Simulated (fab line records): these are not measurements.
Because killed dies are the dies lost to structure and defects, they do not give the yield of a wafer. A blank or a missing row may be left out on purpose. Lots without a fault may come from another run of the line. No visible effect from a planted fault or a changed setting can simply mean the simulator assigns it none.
Matching of chambers / flow nand-harc / 4 sister chambers for NHARC_A_CHANNEL_HOLE_D2_DESCUM_15 on rie-diel-07
The step chemistry O2, time 3 s. 4 wafers are shown with their chamber, then 8 later ones without.

== WAFERS, EACH WITH ITS CHAMBER ==
wafer=L083.4; chamber=1; showerhead-plenum-p-Torr (Torr)=1.90
wafer=L085.3; chamber=0; showerhead-plenum-p-Torr (Torr)=2.03
wafer=L085.5; chamber=2; showerhead-plenum-p-Torr (Torr)=1.78
wafer=L088.4; chamber=3; showerhead-plenum-p-Torr (Torr)=1.83

== WAFERS WITHOUT THEIR CHAMBER ==
wafer=L088.5; showerhead-plenum-p-Torr (Torr)=2.02
wafer=L088.6; showerhead-plenum-p-Torr (Torr)=1.83
wafer=L090.3; showerhead-plenum-p-Torr (Torr)=1.83
wafer=L090.5; showerhead-plenum-p-Torr (Torr)=2.02
wafer=L090.6; showerhead-plenum-p-Torr (Torr)=1.83
wafer=L093.1; showerhead-plenum-p-Torr (Torr)=1.77
wafer=L093.2; showerhead-plenum-p-Torr (Torr)=1.83
wafer=L093.6; showerhead-plenum-p-Torr (Torr)=2.02

== CHAMBER TAKEN BY EACH ==
wafer=L088.5; from the rows above=0; in truth=0
wafer=L088.6; from the rows above=3; in truth=3
wafer=L090.3; from the rows above=3; in truth=3
wafer=L090.5; from the rows above=0; in truth=0
wafer=L090.6; from the rows above=3; in truth=3
wafer=L093.1; from the rows above=2; in truth=2
wafer=L093.2; from the rows above=3; in truth=3
wafer=L093.6; from the rows above=0; in truth=0
Correct placement for 8 of the 8. Not placeable from these rows: 0. Placed wrongly: 0.
How it was worked out, from the rows above alone: a wafer's distance from a chamber is the root of the sum, over the readings, of the square of ((its reading less the chamber's mean) divided by the reading's scatter). If the next closest chamber is less than 2 further off than the closest, the wafer can't be placed; otherwise it belongs to the closest. For every chamber, the mean is computed from those of its wafers that are shown. The scatter: root of mean squared gap, hidden wafer to nearest shown wafer, with one shown wafer a chamber.
